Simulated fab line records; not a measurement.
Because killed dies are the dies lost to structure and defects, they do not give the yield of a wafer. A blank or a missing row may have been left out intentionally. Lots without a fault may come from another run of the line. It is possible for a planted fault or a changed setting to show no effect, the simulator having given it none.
Chamber matching || flow nand-harc || NHARC_P_M0_ETCH_15 on rie-diel-02: 4 sister chambers
The step etches the open film in C4F8/Ar, target depth 150 nm, overetch 15 nm, time 82.5 s. 14 wafers are shown with their chamber, then 7 later ones without.

WAFERS PAIRED WITH THEIR CHAMBERS
{"wafer": "L887.2", "chamber": 3, "rf-vpp-V (V)": 439.1, "oes-product-au (a.u.)": 0.955, "chamber-pressure-mTorr (mTorr)": 25.024}
{"wafer": "L887.3", "chamber": 1, "rf-vpp-V (V)": 438.5, "oes-product-au (a.u.)": 0.982, "chamber-pressure-mTorr (mTorr)": 24.976}
{"wafer": "L887.6", "chamber": 0, "rf-vpp-V (V)": 436.8, "oes-product-au (a.u.)": 0.981, "chamber-pressure-mTorr (mTorr)": 25.020}
{"wafer": "L889.2", "chamber": 3, "rf-vpp-V (V)": 439.8, "oes-product-au (a.u.)": 0.973, "chamber-pressure-mTorr (mTorr)": 25.024}
{"wafer": "L889.4", "chamber": 2, "rf-vpp-V (V)": 439.8, "oes-product-au (a.u.)": 0.966, "chamber-pressure-mTorr (mTorr)": 25.018}
{"wafer": "L889.5", "chamber": 1, "rf-vpp-V (V)": 438.4, "oes-product-au (a.u.)": 0.964, "chamber-pressure-mTorr (mTorr)": 25.029}
{"wafer": "L899.2", "chamber": 3, "rf-vpp-V (V)": 439.1, "oes-product-au (a.u.)": 0.942, "chamber-pressure-mTorr (mTorr)": 24.993}
{"wafer": "L899.3", "chamber": 1, "rf-vpp-V (V)": 438.8, "oes-product-au (a.u.)": 0.983, "chamber-pressure-mTorr (mTorr)": 24.977}
{"wafer": "L899.6", "chamber": 3, "rf-vpp-V (V)": 439.2, "oes-product-au (a.u.)": 0.949, "chamber-pressure-mTorr (mTorr)": 25.037}
{"wafer": "L900.1", "chamber": 3, "rf-vpp-V (V)": 441.4, "oes-product-au (a.u.)": 0.942, "chamber-pressure-mTorr (mTorr)": 25.020}
{"wafer": "L900.2", "chamber": 0, "rf-vpp-V (V)": 436.7, "oes-product-au (a.u.)": 0.957, "chamber-pressure-mTorr (mTorr)": 24.984}
{"wafer": "L900.3", "chamber": 1, "rf-vpp-V (V)": 438.1, "oes-product-au (a.u.)": 0.965, "chamber-pressure-mTorr (mTorr)": 24.975}
{"wafer": "L902.3", "chamber": 0, "rf-vpp-V (V)": 436.2, "oes-product-au (a.u.)": 0.962, "chamber-pressure-mTorr (mTorr)": 25.003}
{"wafer": "L902.4", "chamber": 2, "rf-vpp-V (V)": 438.5, "oes-product-au (a.u.)": 0.953, "chamber-pressure-mTorr (mTorr)": 25.009}

SIGNATURES, as means of the wafers listed above
{"reading": "rf-vpp-V", "chamber 0": 436.567, "chamber 1": 438.450, "chamber 2": 439.150, "chamber 3": 439.720, "scatter within a chamber": 0.719}
{"reading": "oes-product-au", "chamber 0": 0.96667, "chamber 1": 0.97350, "chamber 2": 0.95950, "chamber 3": 0.95220, "scatter within a chamber": 0.0118}
{"reading": "chamber-pressure-mTorr", "chamber 0": 25.00233, "chamber 1": 24.98925, "chamber 2": 25.01350, "chamber 3": 25.01960, "scatter within a chamber": 0.0196}
Rule: a wafer's distance from a chamber is the root of the sum, over the readings, of the square of ((its reading less the chamber's mean) divided by the reading's scatter). If the next closest chamber is less than 2 further off than the closest, the wafer can't be placed; otherwise it belongs to the closest. The scatter: take each reading less its chamber's mean, square it, sum over the shown wafers, divide by the number of wafers less the number of chambers, and take the root.

WAFERS WITHOUT THEIR CHAMBER
{"wafer": "L902.6", "rf-vpp-V (V)": 440.5, "oes-product-au (a.u.)": 0.955, "chamber-pressure-mTorr (mTorr)": 24.971}
{"wafer": "L905.3", "rf-vpp-V (V)": 436.9, "oes-product-au (a.u.)": 0.970, "chamber-pressure-mTorr (mTorr)": 25.005}
{"wafer": "L905.5", "rf-vpp-V (V)": 439.2, "oes-product-au (a.u.)": 0.975, "chamber-pressure-mTorr (mTorr)": 25.014}
{"wafer": "L905.6", "rf-vpp-V (V)": 437.6, "oes-product-au (a.u.)": 0.975, "chamber-pressure-mTorr (mTorr)": 25.002}
{"wafer": "L907.4", "rf-vpp-V (V)": 439.6, "oes-product-au (a.u.)": 0.980, "chamber-pressure-mTorr (mTorr)": 24.986}
{"wafer": "L907.5", "rf-vpp-V (V)": 439.3, "oes-product-au (a.u.)": 0.972, "chamber-pressure-mTorr (mTorr)": 25.016}
{"wafer": "L907.6", "rf-vpp-V (V)": 437.7, "oes-product-au (a.u.)": 0.950, "chamber-pressure-mTorr (mTorr)": 24.983}

CHAMBER TAKEN BY EACH
{"wafer": "L902.6", "from the rows above": "can't be placed: 3 or 2 or 1", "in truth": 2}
{"wafer": "L905.3", "from the rows above": "can't be placed: 0 or 1", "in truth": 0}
{"wafer": "L905.5", "from the rows above": "can't be placed: 2 or 1 or 3", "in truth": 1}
{"wafer": "L905.6", "from the rows above": "can't be placed: 1 or 0 or 2", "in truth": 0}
{"wafer": "L907.4", "from the rows above": "can't be placed: 1 or 2 or 3", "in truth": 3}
{"wafer": "L907.5", "from the rows above": "can't be placed: 2 or 3 or 1", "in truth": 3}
{"wafer": "L907.6", "from the rows above": "can't be placed: 1 or 0 or 2 or 3", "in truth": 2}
Correct placement for 0 of the 7. These rows do not allow placing 7 (true chamber among the candidates in 7). Number placed wrongly: 0.
